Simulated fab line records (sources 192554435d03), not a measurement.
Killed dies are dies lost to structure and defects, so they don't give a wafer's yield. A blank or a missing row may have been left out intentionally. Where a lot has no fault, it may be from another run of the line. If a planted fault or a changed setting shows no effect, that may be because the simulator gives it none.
Which tool was responsible?	flow n5 finfet	8 lots with 24 wafers sampled at 6 steps, on a route of 1938 steps

WHAT THE GAUGES SHOWED, per wafer
N5_BEOL_M4_RC_MEAS_101.
lot	measured	on	DIBL_N (mV/V)
L969	day 9 19:38	prober-02	35.9 37.1 34.8
L970	day 10 07:00	prober-01	36.8 36.9 35.7
L971	day 10 09:09	prober-01	37.4 37.9 38.0
L981	day 12 15:20	prober-01	34.7 35.2 34.3
L982	day 13 16:50	prober-02	34.6 36.1 35.8
L984	day 13 21:12	prober-01	35.8 32.8 34.9
L985	day 14 01:19	prober-02	37.1 36.4 36.6
L986	day 14 04:28	prober-02	34.8 35.1 36.2

EACH LOT AND THE TOOL THAT RAN IT (in order: tool; ch and the chambers of the sampled wafers; start)
lot	N5_FIN_SAQP_HM_DEP_03	N5_FIN_SAQP_MANDREL_ETCH_22	N5_FIN_SAQP_SPACER1_ALD_24	N5_FIN_SAQP_ETCH_57	N5_FIN_SAQP_ETCH_65
L969	pecvd-01 ch 0,1, day 3 03:29	rie si-06 ch 0,2,3, day 3 04:32	ald sin-01 ch 1,3, day 3 05:21	rie diel-06 ch 0,1, day 3 06:22	rie si-03 ch 0,1,2, day 3 06:29
L970	pecvd-04 ch 1,2, day 3 10:49	rie si-06 ch 1,2,3, day 3 11:59	ald sin-04 ch 0,3, day 3 13:08	rie diel-03 ch 0,1,2, day 3 14:05	rie si-03 ch 1,2,3, day 3 14:12
L971	pecvd-01 ch 0,1,2, day 3 16:10	rie si-06 ch 1,2, day 3 17:13	ald sin-02 ch 1,3, day 3 18:01	rie diel-05 ch 0,1,2, day 3 19:04	rie si-01 ch 2,3, day 3 19:11
L981	pecvd-04 ch 1,2, day 6 03:32	rie si-06 ch 1,2, day 6 05:16	ald sin-04 ch 0,2, day 6 06:05	rie diel-03 ch 1,2,3, day 6 07:29	rie si-06 ch 0,3, day 6 07:35
L982	pecvd-02 ch 0,1,2, day 6 10:31	rie si-06 ch 0,1,3, day 6 12:31	ald sin-01 ch 1,3, day 6 13:34	rie diel-03 ch 1,2,3, day 6 14:34	rie si-06 ch 1,2,3, day 6 14:40
L984	pecvd-01 ch 0,2, day 6 22:48	rie si-06 ch 0,1,2, day 7 00:05	ald sin-02 ch 2,3, day 7 00:55	rie diel-03 ch 0,2,3, day 7 02:07	rie si-01 ch 1,2, day 7 02:13
L985	pecvd-01 ch 1,2, day 7 04:32	rie si-03 ch 2,3, day 7 05:42	ald sin-01 ch 1,2,3, day 7 06:34	rie diel-06 ch 0,1,2, day 7 08:04	rie si-03 ch 0,3, day 7 08:10
L986	pecvd-04 ch 1,2, day 7 11:29	rie si-01 ch 0,1,2, day 7 13:52	ald sin-01 ch 0,2,3, day 7 14:43	rie diel-03 ch 0,1,3, day 7 15:51	rie si-06 ch 0,1,3, day 7 15:58
- N5_FIN_SAQP_HM_DEP_03: deposits SiNx from SiH4/NH3/N2, target thk 38 nm, time 33.6 s.
- N5_FIN_SAQP_MANDREL_ETCH_22: etches a-Si in HBr/Cl2, stops on SiNx, target depth 60 nm, bt time 10 s, time 30 s.
- N5_FIN_SAQP_SPACER1_ALD_24: deposits SiO2, target thk 20.3 nm, pulse time 1 s, purge time 2 s.
- N5_FIN_SAQP_ETCH_57: etches SiNx in CH3F/O2, target depth 32.5 nm, time 46.4 s.
- N5_FIN_SAQP_ETCH_65: etches SiO2 in CF4, target depth 4 nm, time 4.4 s.

THE ANSWER, worked out from the rows above alone
Rule: usual is defined by the lots themselves. Put in order of their means at a reading, lots are off if they are a third of the lots or fewer, leave a main group of 4 or more, and stand apart from it by a gap of 3 or more times the standard deviation of the main group's means; of several such gaps the widest counts. A main group whose means are all the same, to the digits that the tables above print for the reading, isn't used. A lot without any number at a reading at which 4 lots or more have one is off too. The other lots that the step has rows for count as sound.
None of the lots is off at any reading shown; this tells nothing.

WHAT THE SIMULATOR HAD INSERTED
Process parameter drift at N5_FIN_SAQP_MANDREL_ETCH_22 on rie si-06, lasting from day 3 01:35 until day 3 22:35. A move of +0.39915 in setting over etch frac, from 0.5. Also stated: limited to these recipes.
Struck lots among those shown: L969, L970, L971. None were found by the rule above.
